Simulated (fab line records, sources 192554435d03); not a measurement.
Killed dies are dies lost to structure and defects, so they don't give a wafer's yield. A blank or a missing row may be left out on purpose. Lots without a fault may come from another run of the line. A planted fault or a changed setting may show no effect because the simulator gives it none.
Chamber matching | flow n5_finfet | N5_GATE_CUT_STRIP_42 on rie_diel-01: 4 sister chambers
The step strips in O2. 4 wafers are shown with their chamber, then 9 later ones without.

WAFERS WITH THEIR CHAMBER
wafer  | chamber | showerhead_plenum_p_Torr (Torr)
L090.4 | 2       | 2.22
L093.3 | 1       | 2.01
L093.4 | 3       | 2.05
L093.6 | 0       | 2.11

WAFERS WITHOUT THEIR CHAMBER
wafer  | showerhead_plenum_p_Torr (Torr)
L094.1 | 2.01
L094.2 | 2.21
L094.5 | 2.05
L095.1 | 2.00
L095.4 | 2.21
L095.5 | 2.21
L096.2 | 2.05
L096.3 | 2.21
L096.6 | 2.00

WHICH CHAMBER EACH WENT THROUGH
wafer  | from the rows above | in truth
L094.1 | 1                   | 1
L094.2 | 2                   | 2
L094.5 | 3                   | 3
L095.1 | 1                   | 1
L095.4 | 2                   | 2
L095.5 | 2                   | 2
L096.2 | 3                   | 3
L096.3 | 2                   | 2
L096.6 | 1                   | 1
Placed correctly: 9 of 9. Can't be placed from these rows: 0. Placed wrongly: 0.
How it was worked out, from the rows above alone: a wafer's distance from a chamber is the root of the sum, over the readings, of the square of ((its reading less the chamber's mean) divided by the reading's scatter). The wafer belongs to the nearest chamber; if the next one is less than 2 further off, it can't be placed. A chamber's mean is the mean of its shown wafers. The scatter: with one shown wafer a chamber, the root of the mean of the squares of how far each hidden wafer lies from its nearest shown one.
